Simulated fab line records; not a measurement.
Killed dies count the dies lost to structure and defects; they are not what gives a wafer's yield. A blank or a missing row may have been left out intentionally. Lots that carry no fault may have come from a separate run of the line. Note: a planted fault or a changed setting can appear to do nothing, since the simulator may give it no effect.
Chamber matching	flow nandHarc	NHARC_A_STAIRCASE_DEP_259 on pecvd-04 has 3 sister chambers
The step deposits SiON, target thk 30 nm. 16 wafers are shown with their chamber, then 8 later ones without.

## WAFERS WITH THEIR CHAMBER
wafer	chamber	heaterPowerW (W)	showerheadVppV (V)
L078.2	1	665	1117
L078.3	0	932	1138
L078.6	2	772	1118
L083.2	1	772	1145
L083.5	2	794	1104
L083.6	1	787	1129
L084.1	1	716	1121
L084.2	2	649	1124
L084.4	0	976	1125
L087.3	0	983	1120
L087.4	1	668	1130
L087.6	2	736	1133
L089.3	0	871	1136
L089.4	2	746	1123
L089.6	1	749	1140
L093.1	0	947	1131

SIGNATURES (means of the wafers above)
reading	chamber 0	chamber 1	chamber 2	scatter within a chamber
heaterPowerW	941.80	726.17	739.40	51
showerheadVppV	1130.00	1130.33	1120.40	9.82
Rule: a wafer lies at a distance from a chamber equal to the root of the sum of squares, over the readings, of (its reading less the chamber's mean, divided by the reading's scatter). The wafer belongs to the nearest chamber; if the next one is less than 2 further off, it can't be placed. The scatter is the square root of a quotient: the sum, over the shown wafers, of each reading's squared deviation from its chamber's mean, divided by wafers minus chambers.

## WAFERS MISSING THEIR CHAMBER
wafer	heaterPowerW (W)	showerheadVppV (V)
L093.3	730	1113
L093.4	973	1117
L095.4	723	1120
L095.5	995	1126
L095.6	764	1122
L097.2	955	1131
L097.3	711	1139
L097.5	804	1120

## EACH ONE'S CHAMBER
wafer	from the rows above	in truth
L093.3	can't be placed: 2 or 1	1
L093.4	0	0
L095.4	can't be placed: 2 or 1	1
L095.5	0	0
L095.6	can't be placed: 2 or 1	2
L097.2	0	0
L097.3	can't be placed: 1 or 2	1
L097.5	can't be placed: 2 or 1 or 0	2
3 of 8 placed correctly. From these rows, 5 cannot be placed; in 5 the true chamber is one of the candidates. 0 placed wrongly.
